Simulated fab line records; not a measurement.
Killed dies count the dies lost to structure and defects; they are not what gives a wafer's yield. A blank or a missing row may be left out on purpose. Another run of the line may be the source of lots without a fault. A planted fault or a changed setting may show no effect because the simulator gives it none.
Problem report, 8D (eight disciplines) form, completed by code -- flow nand harc -- the parts of the form that need people (team, actions taken, sign-off) are left out

1. THE PROBLEM
Wafers without a fault read 188.46 W, standard deviation 0.16; heater power total W at NHARC_A_BLC_SOFTBAKE_05 reads a mean of 193.25 W on 6 wafers belonging to 2 lots. Measured from the usual mean, that is +30 standard deviations.
The step: time 55 s.
First seen on wafer L533.4, day 20 13:00, on litho track-01. The record holds 39 wafers of 13 lots with a number at this step. Rule for "out" (also "out of limits"): further than 4 standard deviations from the usual mean. The rest of the wafers with a number are treated as sound.

2. WHAT THIS IS AND IS NOT
question,is,is not
which readings at this step,heater power total W,-
which lots,"L533, L537","L520, L521, L522, L524, L526, L527, L529, L530, L532, L541, L542"
which wafers of those lots,all that have a number,-
read on which tools,litho track-01,"litho track-04, litho track-06"
when,from day 20 13:00,"up to then (27 sound wafers); but 6 sound wafers of L541, L542 came after"

3. WHAT RULES OUT EACH SUSPECT
Counting: a tool stays on the suspect list if, at a process step up to the reading, it processed all lots that are out and no sound lot following the first of them.
- har cap etch-01 at NHARC_A_CONTACT_ETCH_135 (etches the open film in C4F8/O2/Ar, time 132 s, target depth 1287 nm): ruled out as a lasting fault. Sound lots L542, L541 ran on it after its first lot that is out, L533 (day 20 04:01).
- litho track-01 at NHARC_A_BLC_SOFTBAKE_05 (time 55 s): kept. Every lot that is out went through it, starting with L533 (day 20 13:00), and after that it ran no sound lot; the last sound lot it ran before then is L532 (day 20 11:00). On those wafers its own readings are out: heater power total W.
The count leaves litho track-01 at NHARC_A_BLC_SOFTBAKE_05.

4. THE CAUSE (what the simulator had put in)
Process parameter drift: litho track-01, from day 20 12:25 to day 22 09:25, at NHARC_A_BLC_SOFTBAKE_05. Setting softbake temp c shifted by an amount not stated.
Counting left only this tool.

5. SEQUENCE OF EFFECTS, ordered by route
Each row: a reading whose mean over the struck wafers that have a number lies more than 3 standard deviations from the usual. Scope: only readings with a usual standard deviation given in the record; hours: median across lots of the time from each lot's start at the first step in this table that gives one to its start at this step; sigmas: change in usual standard deviations.
hours,step,reading,usual,on struck wafers,change,sigmas
0,NHARC_A_BLC_SOFTBAKE_05,heater power total W,188.46 W,193.25,+4.79,+30
Process steps it contains:
- NHARC_A_BLC_SOFTBAKE_05: time 55 s.
Later steps that measure or inspect, where all struck wafers having a row at the step show a number for every such reading and not one has moved that far: NHARC_A_BLC_OVL_MEAS_11.

6. WHAT WOULD HAVE CAUGHT IT SOONER
In this record the first reading out of limits was taken at day 20 13:00, 1 hour after the fault began at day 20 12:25.
